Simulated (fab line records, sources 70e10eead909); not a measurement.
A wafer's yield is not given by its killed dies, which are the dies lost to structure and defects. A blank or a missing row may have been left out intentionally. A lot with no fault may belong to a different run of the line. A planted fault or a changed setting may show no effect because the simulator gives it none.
Which tool is to blame?	flow nand-harc	Sampling: 6 lots, 18 wafers, 3 of 1302 route steps

## WHAT EACH GAUGE READ, for each wafer
NHARC_END_SORT_01.
lot	measured	on	killed-at-array

## WHAT TOOL EACH LOT RAN ON (gives the tool, then ch and the chambers of the sampled wafers, and finally the start)
lot	NHARC_A_CONTACT_ETCH_92	NHARC_A_BONDPAD_STRIP_15
L968	rie-diel-09 ch 0,2,3, day 22 21:33	rie-diel-02 ch 1,2, day 23 14:56
L970	rie-diel-02 ch 1,2,3, day 23 04:48	rie-diel-10 ch 0,1, day 23 21:22
L972	rie-diel-02 ch 2,3, day 24 12:31	rie-diel-10 ch 1,2, day 25 05:04
L976	rie-diel-02 ch 0,1, day 25 14:16	rie-diel-02 ch 0,1,2, day 26 07:29
L974	rie-diel-09 ch 0,1,3, day 27 19:30	rie-diel-10 ch 1,2,3, day 28 12:27
L987	rie-diel-13 ch 0,2,3, day 30 17:29	rie-diel-10 ch 1,2,3, day 31 10:32
- NHARC_A_CONTACT_ETCH_92: etches the open film in CH3F/O2, target depth 40 nm, time 85.7 s.
- NHARC_A_BONDPAD_STRIP_15: strips in O2.

## THE ANSWER, worked out from the rows above alone
Rule: what is usual is taken from the lots themselves. The widest of any qualifying gaps counts: lots, ordered by their means at a reading, are off when they make up no more than a third of the lots, leave a main group of 4 or more, and stand apart from it by 3 or more times the standard deviation of that group's means. If all means in a main group match to the digits the tables above print for the reading, that group is not used. A lot without any number at a reading at which 4 lots or more have one is off too. All remaining lots with rows at the step are treated as sound.
Nothing can be told from this: no lot is off at any reading shown.

## WHAT THE SIMULATOR HAD INSERTED
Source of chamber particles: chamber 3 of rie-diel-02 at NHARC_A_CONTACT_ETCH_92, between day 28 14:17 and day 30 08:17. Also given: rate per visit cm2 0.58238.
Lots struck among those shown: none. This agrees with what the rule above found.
